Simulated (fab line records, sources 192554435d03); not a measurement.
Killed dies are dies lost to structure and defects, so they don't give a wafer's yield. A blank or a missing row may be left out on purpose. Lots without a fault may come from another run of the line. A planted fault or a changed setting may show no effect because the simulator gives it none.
Chamber matching | flow n5_finfet | N5_BEOL_M5_DEP_56 on pecvd-04: 3 sister chambers
The step deposits SiCN from 3MS/NH3, target thk 8 nm, time 14 s. 3 wafers are shown with their chamber, then 7 later ones without.

WAFERS WITH THEIR CHAMBER
wafer  | chamber | throttle_valve_pct (%)
L092.1 | 1       | 9.0
L093.2 | 0       | 8.5
L093.3 | 2       | 8.8

WAFERS WITHOUT THEIR CHAMBER
wafer  | throttle_valve_pct (%)
L093.6 | 8.9
L097.2 | 9.0
L097.3 | 8.3
L097.5 | 8.8
L095.1 | 8.4
L095.3 | 8.7
L095.5 | 8.7

WHICH CHAMBER EACH WENT THROUGH
wafer  | from the rows above          | in truth
L093.6 | can't be placed: 1 or 2      | 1
L097.2 | can't be placed: 1 or 2      | 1
L097.3 | 0                            | 0
L097.5 | can't be placed: 2 or 1      | 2
L095.1 | 0                            | 0
L095.3 | can't be placed: 2 or 0 or 1 | 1
L095.5 | can't be placed: 2 or 0 or 1 | 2
Placed correctly: 2 of 7. Can't be placed from these rows: 5 (the true chamber is among the candidates in 5). Placed wrongly: 0.
How it was worked out, from the rows above alone: a wafer's distance from a chamber is the root of the sum, over the readings, of the square of ((its reading less the chamber's mean) divided by the reading's scatter). The wafer belongs to the nearest chamber; if the next one is less than 2 further off, it can't be placed. A chamber's mean is the mean of its shown wafers. The scatter: with one shown wafer a chamber, the root of the mean of the squares of how far each hidden wafer lies from its nearest shown one.
